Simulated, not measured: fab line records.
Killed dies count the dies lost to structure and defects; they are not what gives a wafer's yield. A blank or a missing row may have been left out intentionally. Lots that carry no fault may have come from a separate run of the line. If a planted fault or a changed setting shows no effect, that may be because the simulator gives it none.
fab line records + flow n5_finfet
[record]
- lots = 6
- wafers = 18
- last_day = 18
route steps=1938 shown BEOL_M0@734 BEOL_M4@1111
lots that met no fault: taken from a fault-free run of the same line
start_h: hours from the record's opening day to when the first of the lot's shown wafers began + wait_h: how many hours have passed since the lot's step before this one + " the same as in the row above + L1.1+2: a row that stands for several wafers + - no value, or no start was given + * or withheld: withheld + < > ~ a bound
route shown NAME@n: a module of which the file shows steps, and the number in the route of the first + usual: mean/standard deviation taken from wafers without a fault + same: alike in all rows + chamber/n: place in a boat + sites: each site's reading + _std_site: the values' standard deviation + _edge_site: outer sites' mean less inner sites' + radius_mm: for every site, how far away it sits from the centre of the wafer + mask NAME#n: copy n + behind: tool/chamber where the wafer was last shaped + hold: cause of the lot's hold/its duration in hours/its outcome + device: names the non-switching transistor (n, p or np) + end of line: at the end of the route, the tests of the same wafers + a step with no rows: only its recipe + killed: dies that structure and defects cost at the first sort, which is not the same as the wafer's yield + map: shows each die of a wafer: x if killed, . if not, _ if none is there
set.NAME: the setting as run; set.NAME@STEP: as run at that earlier step + model.NAME: the simulator's own value behind a step, which no gauge read
lots at some steps of the route; a table a step, a row a wafer
services: from which hour (start_h, from the record's first day; less than 0 if before it) a tool's chamber was out of use, for how many hours, and why
[[steps]]
[step N5_BEOL_M0_SPUTTER_116]
[recipe]
- material = Cu
- target_thk_a = 40
- temp_c = -20
- chamber_pressure_pa = 0.07
- power_w = withheld
- time_s = 7.37
[step N5_BEOL_M0_ANNEAL_117]
[recipe]
- temp_c = 400
- time_s = 60
- ambient = vacuum
[step N5_BEOL_M0_SPUTTER_132]
[recipe]
- material = Cu
- target_thk_a = 40
- temp_c = -20
- chamber_pressure_pa = 0.07
- power_w = withheld
- time_s = 7.37
[step N5_BEOL_M0_ANNEAL_133]
[recipe]
- temp_c = 400
- time_s = 60
- ambient = vacuum
[usual]
- heater_power_w = 829/45
| lot.wafer | tool           | chamber | start_h | wait_h | heater_power_w |
|-----------|----------------|---------|---------|--------|----------------|
| L800.2    | pvd_sputter-02 | -       | 124.77  | 0.0    | 864            |
| L800.4    | "              | -       | "       | "      | 799            |
| L800.6    | "              | -       | "       | "      | 874            |
| L804.2    | pvd_sputter-01 | -       | 147.55  | 0.0    | 808            |
| L804.4    | "              | -       | "       | "      | 784            |
| L804.6    | "              | -       | "       | "      | 871            |
| L815.1    | pvd_sputter-02 | -       | 249.37  | 0.0    | 794            |
| L815.2    | "              | -       | "       | "      | 850            |
| L815.4    | "              | -       | "       | "      | 791            |
| L816.2    | pvd_sputter-03 | -       | 249.97  | 0.0    | 869            |
| L816.4    | "              | -       | "       | "      | 810            |
| L816.5    | "              | -       | "       | "      | 870            |
| L819.1    | pvd_sputter-03 | -       | 250.95  | 0.0    | 886            |
| L819.4    | "              | -       | "       | "      | 866            |
| L819.5    | "              | -       | "       | "      | 890            |
| L812.1    | pvd_sputter-02 | -       | 252.12  | 0.0    | 817            |
| L812.2    | "              | -       | "       | "      | 767            |
| L812.6    | "              | -       | "       | "      | 868            |
[step N5_BEOL_M0_SPUTTER_134]
[recipe]
- material = Cu
- target_thk_a = 40
- temp_c = -20
- chamber_pressure_pa = 0.07
- power_w = withheld
- time_s = 7.37
[step N5_BEOL_M0_ANNEAL_135]
[recipe]
- temp_c = 400
- time_s = 60
- ambient = vacuum
[usual]
- heater_power_w = 830/45
| lot.wafer | tool           | chamber | start_h | wait_h | heater_power_w |
|-----------|----------------|---------|---------|--------|----------------|
| L800.2    | pvd_sputter-02 | -       | 124.89  | 0.0    | 865            |
| L800.4    | "              | -       | "       | "      | 785            |
| L800.6    | "              | -       | "       | "      | 867            |
| L804.2    | pvd_sputter-01 | -       | 147.68  | 0.0    | 825            |
| L804.4    | "              | -       | "       | "      | 814            |
| L804.6    | "              | -       | "       | "      | 851            |
| L815.1    | pvd_sputter-02 | -       | 249.49  | 0.0    | 829            |
| L815.2    | "              | -       | "       | "      | 872            |
| L815.4    | "              | -       | "       | "      | 785            |
| L816.2    | pvd_sputter-03 | -       | 250.09  | 0.0    | 894            |
| L816.4    | "              | -       | "       | "      | 817            |
| L816.5    | "              | -       | "       | "      | 894            |
| L819.1    | pvd_sputter-03 | -       | 251.07  | 0.0    | 916            |
| L819.4    | "              | -       | "       | "      | 849            |
| L819.5    | "              | -       | "       | "      | 917            |
| L812.1    | pvd_sputter-02 | -       | 252.24  | 0.0    | 828            |
| L812.2    | "              | -       | "       | "      | 771            |
| L812.6    | "              | -       | "       | "      | 847            |
[step N5_BEOL_M0_SPUTTER_141]
[recipe]
- material = Cu
- target_thk_a = 40
- temp_c = -20
- chamber_pressure_pa = 0.07
- power_w = withheld
- time_s = 7.37
[usual]
- chamber_pressure_pa = 0.07/0.00014
- throttle_valve_pct = 29.9/1
| lot.wafer | tool           | chamber | start_h | wait_h | chamber_pressure_pa | throttle_valve_pct |
|-----------|----------------|---------|---------|--------|---------------------|--------------------|
| L800.2    | pvd_sputter-02 | -       | 124.93  | 0.0    | 0.07002             | 28.9               |
| L800.4    | "              | -       | "       | "      | 0.07018             | 29.2               |
| L800.6    | "              | -       | "       | "      | 0.07                | 29.1               |
| L804.2    | pvd_sputter-01 | -       | 147.73  | 0.0    | 0.07003             | 30.3               |
| L804.4    | "              | -       | "       | "      | 0.07013             | 30.0               |
| L804.6    | "              | -       | "       | "      | 0.07002             | 30.1               |
| L815.1    | pvd_sputter-02 | -       | 249.53  | 0.0    | 0.06987             | 28.0               |
| L815.2    | "              | -       | "       | "      | 0.06982             | 29.4               |
| L815.4    | "              | -       | "       | "      | 0.06969             | 29.0               |
| L816.2    | pvd_sputter-03 | -       | 250.13  | 0.0    | 0.07002             | 28.1               |
| L816.4    | "              | -       | "       | "      | 0.06983             | 31.4               |
| L816.5    | "              | -       | "       | "      | 0.0699              | 28.9               |
| L819.1    | pvd_sputter-03 | -       | 251.11  | 0.0    | 0.07032             | 30.9               |
| L819.4    | "              | -       | "       | "      | 0.06995             | 28.8               |
| L819.5    | "              | -       | "       | "      | 0.07017             | 30.7               |
| L812.1    | pvd_sputter-02 | -       | 252.28  | 0.0    | 0.06993             | 28.4               |
| L812.2    | "              | -       | "       | "      | 0.07001             | 30.8               |
| L812.6    | "              | -       | "       | "      | 0.07011             | 29.3               |
[step N5_BEOL_M0_ECD_118]
[recipe]
- material = Cu
- target_thk_a = 3000
[step N5_BEOL_M0_ANNEAL_119]
[recipe]
- temp_c = 225
- time_s = 90
- ambient = N2
[usual]
- anneal_temp_c_max = 226.15/0.29
- wafer_temp_C_max = 226.16/0.27
| lot.wafer | tool          | chamber | start_h | wait_h | anneal_temp_c_max | wafer_temp_C_max |
|-----------|---------------|---------|---------|--------|-------------------|------------------|
| L800.2    | rtp_anneal-01 | 0       | 125.71  | 0.6    | 226.10            | 226.22           |
| L800.4    | "             | 0       | "       | "      | 226.02            | 226.36           |
| L800.6    | "             | 0       | "       | "      | 226.31            | 225.89           |
| L804.2    | rtp_anneal-01 | 0       | 147.98  | 0.1    | 225.97            | 226.36           |
| L804.4    | "             | 0       | "       | "      | 225.76            | 226.07           |
| L804.6    | "             | 0       | "       | "      | 226.33            | 226.38           |
| L815.1    | rtp_anneal-02 | 0       | 249.72  | 0.1    | 226.89            | 226.66           |
| L815.2    | "             | 0       | "       | "      | 226.28            | 226.52           |
| L815.4    | "             | 0       | "       | "      | 226.07            | 226.55           |
| L816.2    | rtp_anneal-01 | 0       | 250.37  | 0.1    | 225.72            | 225.47           |
| L816.4    | "             | 0       | "       | "      | 225.67            | 225.67           |
| L816.5    | "             | 0       | "       | "      | 226.13            | 226.18           |
| L819.1    | rtp_anneal-01 | 0       | 251.31  | 0.1    | 226.35            | 225.97           |
| L819.4    | "             | 0       | "       | "      | 225.82            | 226.70           |
| L819.5    | "             | 0       | "       | "      | 225.80            | 226.22           |
| L812.1    | rtp_anneal-02 | 0       | 252.48  | 0.1    | 226.39            | 226.39           |
| L812.2    | "             | 0       | "       | "      | 226.45            | 226.40           |
| L812.6    | "             | 0       | "       | "      | 226.32            | 226.27           |
[step N5_BEOL_M0_CMP_120]
[recipe]
- stop_on = SiOC
- t_overpolish_s = 6.9
- down_force_psi = 1
- platen_rpm = 50
- clearing_platen_down_force_psi = 1.5
- clearing_platen_rpm = 50
- post_cmp_clean = cu_alkaline
- clearing_platen_pad_velocity_m_s = 0.99484
- pad_velocity_m_s = 0.99484
[step N5_BEOL_M0_PRE_CLEAN_131]
[recipe]
- gas = NH3/H2
- time_s = 15
- temp_c = *
- rf_power_w = 300
[usual]
- heater_power_w = 74/15
- rf_fwd_power_W = 296.7/1.3
| lot.wafer | tool      | chamber | start_h | wait_h | heater_power_w | rf_fwd_power_W |
|-----------|-----------|---------|---------|--------|----------------|----------------|
| L800.2    | cvd_co-02 | 0       | 126.31  | 0.0    | 97             | 294.4          |
| L800.4    | "         | 0       | "       | "      | 96             | 293.6          |
| L800.6    | "         | 2       | "       | "      | 61             | 295.3          |
| L804.2    | cvd_co-01 | 1       | 148.56  | 0.0    | 79             | 297.2          |
| L804.4    | "         | 2       | "       | "      | 66             | 295.9          |
| L804.6    | "         | 0       | "       | "      | 57             | 298.9          |
| L815.1    | cvd_co-01 | 0       | 250.35  | 0.0    | 58             | 298.0          |
| L815.2    | "         | 2       | "       | "      | 65             | 296.8          |
| L815.4    | "         | 1       | "       | "      | 77             | 297.8          |
| L816.2    | cvd_co-02 | 2       | 250.95  | 0.0    | 62             | 295.9          |
| L816.4    | "         | 1       | "       | "      | 89             | 296.4          |
| L816.5    | "         | 2       | "       | "      | 62             | 298.1          |
| L819.1    | cvd_co-02 | 0       | 251.94  | 0.0    | 96             | 293.8          |
| L819.4    | "         | 0       | "       | "      | 97             | 294.3          |
| L819.5    | "         | 1       | "       | "      | 92             | 297.2          |
| L812.1    | cvd_co-01 | 1       | 253.11  | 0.0    | 78             | 297.8          |
| L812.2    | "         | 0       | "       | "      | 57             | 296.5          |
| L812.6    | "         | 2       | "       | "      | 67             | 296.4          |
[step N5_BEOL_M0_CO_CAP_123]
[recipe]
- material = Co
- target_thk_a = 20
- temp_c = 200
- precursor = CCTBA/H2
- pressure_torr = 30
- time_s = 102.1
[usual]
- chamber_pressure_Torr = 30.01/0.058
- heater_power_w = 223/19
- run_length_s = 124.9/0.36
| lot.wafer | tool      | chamber | start_h | wait_h | chamber_pressure_Torr | heater_power_w | run_length_s | model.Co_of_BEOL_M0_CO_CAP_123.thk_nm |
|-----------|-----------|---------|---------|--------|-----------------------|----------------|--------------|---------------------------------------|
| L800.2    | cvd_co-02 | 0       | 126.37  | 0.0    | 29.93                 | 249            | 125.5        | 2.2                                   |
| L800.4    | "         | 0       | "       | "      | 29.93                 | 251            | 124.7        | 2.2                                   |
| L800.6    | "         | 2       | "       | "      | 30.05                 | 207            | 125.0        | 1.8                                   |
| L804.2    | cvd_co-01 | 1       | 148.60  | 0.0    | 30.10                 | 232            | 124.6        | 2                                     |
| L804.4    | "         | 2       | "       | "      | 30.05                 | 210            | 125.1        | 1.8                                   |
| L804.6    | "         | 0       | "       | "      | 30.04                 | 201            | 124.8        | 2                                     |
| L815.1    | cvd_co-01 | 0       | 250.39  | 0.0    | 30.02                 | 201            | 125.4        | 1.8                                   |
| L815.2    | "         | 2       | "       | "      | 30.05                 | 210            | 60.9         | 0.8                                   |
| L815.4    | "         | 1       | "       | "      | 30.07                 | 225            | 124.3        | 2                                     |
| L816.2    | cvd_co-02 | 2       | 250.99  | 0.0    | 30.00                 | 207            | 124.8        | 2                                     |
| L816.4    | "         | 1       | "       | "      | 29.96                 | 244            | 125.1        | 2                                     |
| L816.5    | "         | 2       | "       | "      | 30.02                 | 206            | 125.4        | 2.2                                   |
| L819.1    | cvd_co-02 | 0       | 251.98  | 0.0    | 30.09                 | 245            | 124.5        | 2.2                                   |
| L819.4    | "         | 0       | "       | "      | 30.12                 | 253            | 125.1        | 2                                     |
| L819.5    | "         | 1       | "       | "      | 29.96                 | 242            | 124.7        | 2                                     |
| L812.1    | cvd_co-01 | 1       | 253.15  | 0.0    | 30.10                 | 224            | 124.7        | 2                                     |
| L812.2    | "         | 0       | "       | "      | 30.16                 | 199            | 61.1         | 0.8                                   |
| L812.6    | "         | 2       | "       | "      | 30.02                 | 211            | 61.9         | 0.6                                   |
[step N5_BEOL_M0_PRE_CLEAN_124]
[recipe]
- gas = NH3
- time_s = 15
- temp_c = withheld
- rf_power_w = 300
[step N5_BEOL_M4_RC_MEAS_101]
[usual]
- DIBL_N = 36.3/1.9
- DIBL_P = 36.0/2.1
- IOFF_N = 0.16/0.031
- IOFF_P = 0.21/0.035
- ION_N = 675/14
- ION_P = 464/8.5
- SS_N = 71.5/0.6
- SS_P = 73.3/0.72
- VT_N = 250/3.2
- VT_P = -250/3.1
| lot.wafer | tool      | chamber | start_h | wait_h | DIBL_N[mV/V] | DIBL_P[mV/V] | IOFF_N[nA/um] | IOFF_P[nA/um] | ION_N[uA/um] | ION_P[uA/um] | SS_N[mV/dec] | SS_P[mV/dec] | VT_N[mV] | VT_P[mV] |
|-----------|-----------|---------|---------|--------|--------------|--------------|---------------|---------------|--------------|--------------|--------------|--------------|----------|----------|
| L800.2    | prober-02 | 0       | 162.59  | 0.2    | 37.5         | 37.3         | 0.18          | 0.25          | 686          | 466          | 71.5         | 73.6         | 249      | -248     |
| L800.4    | "         | 0       | "       | "      | 34.3         | 34.8         | 0.14          | 0.21          | 673          | 468          | 71.1         | 73.7         | 251      | -248     |
| L800.6    | "         | 0       | "       | "      | 34.8         | 34.3         | 0.14          | 0.20          | 687          | 475          | 70.7         | 73.3         | 253      | -249     |
| L804.2    | prober-02 | 0       | 186.20  | 0.2    | 35.7         | 36.1         | 0.15          | 0.20          | 679          | 466          | 71.0         | 73.9         | 252      | -252     |
| L804.4    | "         | 0       | "       | "      | 38.5         | 39.5         | 0.18          | 0.25          | 674          | 465          | 72.0         | 74.8         | 252      | -247     |
| L804.6    | "         | 0       | "       | "      | 34.7         | 35.2         | 0.13          | 0.19          | 660          | 457          | 71.1         | 73.1         | 252      | -255     |
| L816.2    | prober-02 | 0       | 295.45  | 0.2    | 34.9         | 34.0         | 0.13          | 0.17          | 667          | 461          | 71.4         | 73.6         | 251      | -250     |
| L816.4    | "         | 0       | "       | "      | 37.8         | 38.2         | 0.19          | 0.25          | 690          | 475          | 71.7         | 74.8         | 247      | -247     |
| L816.5    | "         | 0       | "       | "      | 38.5         | 38.7         | 0.20          | 0.25          | 696          | 476          | 72.1         | 74.2         | 244      | -245     |
| L815.1    | prober-01 | 0       | 302.36  | 0.0    | 35.9         | 35.1         | 0.14          | 0.16          | 676          | 461          | 71.2         | 73.4         | 254      | -254     |
| L815.2    | "         | 0       | "       | "      | 36.6         | 36.0         | 0.16          | 0.19          | 672          | 464          | 71.3         | 72.6         | 250      | -253     |
| L815.4    | "         | 0       | "       | "      | 32.7         | 32.0         | 0.10          | 0.13          | 670          | 462          | 70.9         | 72.2         | 256      | -259     |
| L819.1    | prober-01 | 0       | 320.86  | 0.0    | 35.8         | 37.3         | 0.17          | 0.23          | 676          | 462          | 71.7         | 73.7         | 249      | -248     |
| L819.4    | "         | 0       | "       | "      | 35.9         | 37.6         | 0.17          | 0.23          | 662          | 460          | 71.7         | 74.1         | 251      | -249     |
| L819.5    | "         | 0       | "       | "      | 36.2         | 36.0         | 0.17          | 0.21          | 665          | 456          | 72.4         | 73.4         | 251      | -252     |
| L812.1    | prober-01 | 0       | 326.65  | 0.0    | 35.8         | 34.8         | 0.16          | 0.22          | 689          | 470          | 71.8         | 72.6         | 247      | -246     |
| L812.2    | "         | 0       | "       | "      | 35.5         | 34.5         | 0.15          | 0.20          | 668          | 456          | 72.2         | 72.9         | 249      | -249     |
| L812.6    | "         | 0       | "       | "      | 36.1         | 37.3         | 0.18          | 0.26          | 683          | 474          | 71.6         | 72.8         | 247      | -248     |
[[services]]
| tool      | chamber | start_h | hours | kind           |
|-----------|---------|---------|-------|----------------|
| cvd_co-02 | 1       | 105.03  | 12.2  | repair         |
| cvd_co-02 | 1       | 117.25  | -     | clean          |
| cvd_co-02 | 1       | 117.25  | 22.0  | scheduled_down |
| cvd_co-02 | 1       | 117.25  | 22.0  | vent_cycle     |
| cvd_co-01 | -       | 177.96  | 0.5   | repair         |
| cvd_co-02 | -       | 180.74  | 0.7   | repair         |
| cvd_co-01 | 0       | 228.17  | 7.7   | repair         |
[[key]]
[first_sign]
- step = N5_BEOL_M0_CO_CAP_123
- reading = run_length_s
- direction = down
- sigmas = 99+
- usual = *
- struck = *
effect none on later readings
[model_effect]
- step = N5_BEOL_M0_CO_CAP_123
- value = Co_of_BEOL_M0_CO_CAP_123.thk_nm
- without = 1.933
- struck = 0.7333
met_at N5_BEOL_M0_CO_CAP_123
struck_wafers L812.2,L812.6,L815.2
onset_between 148.60 250.39
[fault]
- kind = process_parameter_drift
- tool = cvd_co-01
- chamber = -
- onset_h = 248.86
- steps = N5_BEOL_M0_CO_CAP_123
- channel = time_s
- offset = *
- shape = step
- end_h = 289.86
- scope = struck_wafers_only
- acts_in = *
- stated = *
